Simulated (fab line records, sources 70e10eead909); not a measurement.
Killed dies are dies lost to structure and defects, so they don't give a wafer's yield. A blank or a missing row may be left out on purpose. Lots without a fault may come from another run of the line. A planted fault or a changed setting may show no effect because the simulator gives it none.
Which tool did it? | flow nand_harc | 12 lots, 36 wafers sampled, at 4 steps of a route of 1302

WHAT THE GAUGES READ, wafer by wafer
The record holds no reading of a measuring or inspecting step that can be judged against a usual standard deviation.

WHICH TOOL RAN EACH LOT (tool, then ch and the chambers of the sampled wafers, then the start)
lot  | NHARC_A_CHANNEL_FILL_D2_ALD_16   | NHARC_A_CHANNEL_FILL_D2_ALD_25   | NHARC_A_STAIRCASE_ETCH_169         | NHARC_A_STAIRCASE_TRIM_12
L277 | ald_hk-04 ch 1,2,3, day 13 23:41 | ald_hk-04 ch 0,2, day 15 02:02   | rie_diel-04 ch 1,2,3, day 15 14:51 | rie_diel-02 ch 0,1,2, day 15 17:44
L283 | ald_hk-02 ch 0,1, day 16 10:06   | ald_hk-04 ch 1,2,3, day 17 11:32 | rie_diel-02 ch 0,1, day 17 23:35   | rie_diel-13 ch 1,2,3, day 18 04:27
L282 | ald_hk-02 ch 0,1,2, day 16 10:19 | ald_hk-02 ch 2,3, day 17 10:19   | rie_diel-13 ch 0,2,3, day 17 23:14 | rie_diel-13 ch 0,1,2, day 18 01:08
L285 | ald_hk-02 ch 0,2,3, day 17 07:17 | ald_hk-04 ch 2,3, day 18 10:52   | rie_diel-13 ch 1,3, day 18 23:54   | rie_diel-13 ch 1,3, day 19 01:40
L284 | ald_hk-04 ch 0,1,3, day 17 20:19 | ald_hk-02 ch 0,2, day 18 19:35   | rie_diel-04 ch 0,1,3, day 19 08:54 | rie_diel-13 ch 1,2, day 19 10:46
L291 | ald_hk-03 ch 1,2,3, day 20 03:06 | ald_hk-03 ch 1,2,3, day 21 03:36 | rie_diel-13 ch 0,1,2, day 21 16:49 | rie_diel-02 ch 0,1,3, day 21 18:44
L294 | ald_hk-02 ch 0,1, day 20 22:08   | ald_hk-03 ch 0,2, day 21 22:53   | rie_diel-04 ch 1,2,3, day 22 11:51 | rie_diel-13 ch 1,3, day 22 14:09
L293 | ald_hk-03 ch 0,3, day 20 22:08   | ald_hk-02 ch 2,3, day 21 22:53   | rie_diel-02 ch 1,2, day 22 15:55   | rie_diel-02 ch 2,3, day 22 17:46
L295 | ald_hk-03 ch 0,1,2, day 21 07:19 | ald_hk-03 ch 0,2,3, day 22 07:02 | rie_diel-04 ch 1,2,3, day 22 20:33 | rie_diel-02 ch 0,2,3, day 22 22:15
L297 | ald_hk-02 ch 2,3, day 22 12:25   | ald_hk-03 ch 0,1,2, day 23 12:44 | rie_diel-13 ch 0,3, day 24 03:10   | rie_diel-13 ch 1,3, day 24 05:01
L299 | ald_hk-04 ch 1,2,3, day 23 05:14 | ald_hk-03 ch 0,3, day 24 06:07   | rie_diel-02 ch 0,1, day 24 19:24   | rie_diel-04 ch 2,3, day 24 21:13
L300 | ald_hk-03 ch 0,3, day 23 09:20   | ald_hk-03 ch 0,1,3, day 24 11:18 | rie_diel-04 ch 1,3, day 24 23:46   | rie_diel-13 ch 0,2, day 25 01:46
- NHARC_A_CHANNEL_FILL_D2_ALD_16: deposits SiO2, target thk 1.5 nm, pulse time 10 s, ald cycles 15.
- NHARC_A_CHANNEL_FILL_D2_ALD_25: deposits SiOx, target thk 60 nm, pulse time 10 s, ald cycles 600.
- NHARC_A_STAIRCASE_ETCH_169: etches the open film in CH3F/O2, target depth 50 nm, time 107.1 s.
- NHARC_A_STAIRCASE_TRIM_12: chemistry O2, time 211.2 s.

WHAT THE TOOLS THEMSELVES READ (means of the sampled wafers that have a number; where no wafer has one, the mark that the record gives instead)
NHARC_A_CHANNEL_FILL_D2_ALD_16. Usual: heater_power_outer_w 256 W, standard deviation 27; heater_power_w 452 W, standard deviation 50; precursor_pulse_height_rel 1.000, standard deviation 0.019.
lot  | tool      | heater_power_outer_w (W) | heater_power_w (W) | precursor_pulse_height_rel | flag
L277 | ald_hk-04 | 269                      | 481                | 0.986                      |
L283 | ald_hk-02 | 273                      | 476                | 1.012                      |
L282 | ald_hk-02 | 264                      | 472                | 0.990                      |
L285 | ald_hk-02 | 252                      | 431                | 1.006                      |
L284 | ald_hk-04 | 262                      | 460                | 1.001                      |
L291 | ald_hk-03 | 250                      | 446                | 0.995                      |
L294 | ald_hk-02 | 281                      | 496                | 1.016                      |
L293 | ald_hk-03 | 240                      | 424                | 0.993                      |
L295 | ald_hk-03 | 246                      | 449                | 1.009                      |
L297 | ald_hk-02 | 244                      | 410                | 1.007                      |
L299 | ald_hk-04 | 271                      | 482                | 1.000                      |
L300 | ald_hk-03 | 242                      | 428                | 1.012                      |

NHARC_A_CHANNEL_FILL_D2_ALD_25. Usual: heater_power_outer_w 256 W, standard deviation 28; heater_power_w 453 W, standard deviation 51; precursor_pulse_height_rel 1.001, standard deviation 0.02.
lot  | tool      | heater_power_outer_w (W) | heater_power_w (W) | precursor_pulse_height_rel | flag
L277 | ald_hk-04 | 240                      | 398                | 1.005                      |
L283 | ald_hk-04 | 274                      | 483                | 1.018                      |
L282 | ald_hk-02 | 249                      | 448                | 1.010                      |
L285 | ald_hk-04 | 243                      | 437                | 0.998                      |
L284 | ald_hk-02 | 256                      | 462                | 1.012                      |
L291 | ald_hk-03 | 249                      | 452                | 1.004                      |
L294 | ald_hk-03 | 235                      | 430                | 1.012                      |
L293 | ald_hk-02 | 245                      | 449                | 0.996                      |
L295 | ald_hk-03 | 239                      | 431                | 1.002                      |
L297 | ald_hk-03 | 245                      | 452                | 0.989                      |
L299 | ald_hk-03 | 240                      | 426                | 0.993                      |
L300 | ald_hk-03 | 244                      | 446                | 0.991                      |

NHARC_A_STAIRCASE_ETCH_169. Usual: drypump_motor_current_A 5.9 A, standard deviation 0.53; oes_product_au 0.963 a.u., standard deviation 0.017; rf_vpp_V 244.9 V, standard deviation 1.4; showerhead_plenum_p_Torr 2.50 Torr, standard deviation 0.087; throttle_valve_pct 20.662 %, standard deviation 0.0098.
lot  | tool        | drypump_motor_current_A (A) | oes_product_au (a.u.) | rf_vpp_V (V) | showerhead_plenum_p_Torr (Torr) | throttle_valve_pct (%) | flag
L277 | rie_diel-04 | 5.5                         | 0.949                 | 245.3        | 2.53                            | 20.653                 |
L283 | rie_diel-02 | 6.6                         | 0.936                 | 243.6        | 2.43                            | 20.661                 |
L282 | rie_diel-13 | 5.4                         | 0.937                 | 244.7        | 2.41                            | 20.650                 |
L285 | rie_diel-13 | 6.3                         | 0.918                 | 246.1        | 2.57                            | 20.662                 |
L284 | rie_diel-04 | 5.8                         | 0.974                 | 245.2        | 2.54                            | 20.658                 |
L291 | rie_diel-13 | 5.6                         | 0.970                 | 244.1        | 2.46                            | 20.667                 |
L294 | rie_diel-04 | 5.5                         | 0.972                 | 245.6        | 2.51                            | 20.661                 |
L293 | rie_diel-02 | 6.2                         | 0.953                 | 245.7        | 2.49                            | 20.660                 |
L295 | rie_diel-04 | 5.5                         | 0.948                 | 245.3        | 2.51                            | 20.666                 |
L297 | rie_diel-13 | 5.5                         | 0.963                 | 243.8        | 2.43                            | 20.654                 |
L299 | rie_diel-02 | 6.6                         | 0.976                 | 245.1        | 2.51                            | 20.668                 |
L300 | rie_diel-04 | 5.8                         | 0.960                 | 245.3        | 2.53                            | 20.662                 |

NHARC_A_STAIRCASE_TRIM_12. Usual: drypump_motor_current_A 5.8 A, standard deviation 0.62; oes_product_au 1.002 a.u., standard deviation 0.012; rf_vpp_V 57.9 V, standard deviation 0.87; showerhead_plenum_p_Torr 3.56 Torr, standard deviation 0.14; throttle_valve_pct 17.037 %, standard deviation 0.0089.
lot  | tool        | drypump_motor_current_A (A) | oes_product_au (a.u.) | rf_vpp_V (V) | showerhead_plenum_p_Torr (Torr) | throttle_valve_pct (%) | flag
L277 | rie_diel-02 | 6.4                         | 0.996                 | 58.0         | 3.61                            | 17.031                 |
L283 | rie_diel-13 | 5.8                         | 0.992                 | 58.4         | 3.55                            | 17.032                 |
L282 | rie_diel-13 | 5.6                         | 1.001                 | 57.1         | 3.55                            | 17.037                 |
L285 | rie_diel-13 | 6.4                         | 0.994                 | 57.9         | 3.68                            | 17.034                 |
L284 | rie_diel-13 | 6.0                         | 1.001                 | 58.8         | 3.63                            | 17.037                 |
L291 | rie_diel-02 | 6.7                         | 0.998                 | 57.3         | 3.53                            | 17.045                 |
L294 | rie_diel-13 | 6.3                         | 0.996                 | 58.1         | 3.66                            | 17.036                 |
L293 | rie_diel-02 | 6.5                         | 1.014                 | 57.8         | 3.57                            | 17.045                 |
L295 | rie_diel-02 | 6.5                         | 1.006                 | 58.1         | 3.65                            | 17.034                 |
L297 | rie_diel-13 | 6.4                         | 1.003                 | 57.7         | 3.66                            | 17.029                 |
L299 | rie_diel-04 | 5.4                         | 1.009                 | 57.8         | 3.60                            | 17.042                 |
L300 | rie_diel-13 | 5.0                         | 1.001                 | 56.5         | 3.39                            | 17.034                 |

THE ANSWER, worked out from the rows above alone
Rule: a lot is off if the mean of its wafers that have a number lies more than 3 standard deviations from the usual mean. A lot without any number at a reading at which 4 lots or more have one is off too. The other lots that the step has rows for count as sound. The gauges are gone through in route order, then the tools' own readings, and for those a lot's mean is taken as printed above. The first step at which some lot is off is used, and at that step the reading that is off furthest; a lot without a number counts as furthest.
No lot is off at any reading shown: from this, nothing can be told.

WHAT THE SIMULATOR HAD PUT IN
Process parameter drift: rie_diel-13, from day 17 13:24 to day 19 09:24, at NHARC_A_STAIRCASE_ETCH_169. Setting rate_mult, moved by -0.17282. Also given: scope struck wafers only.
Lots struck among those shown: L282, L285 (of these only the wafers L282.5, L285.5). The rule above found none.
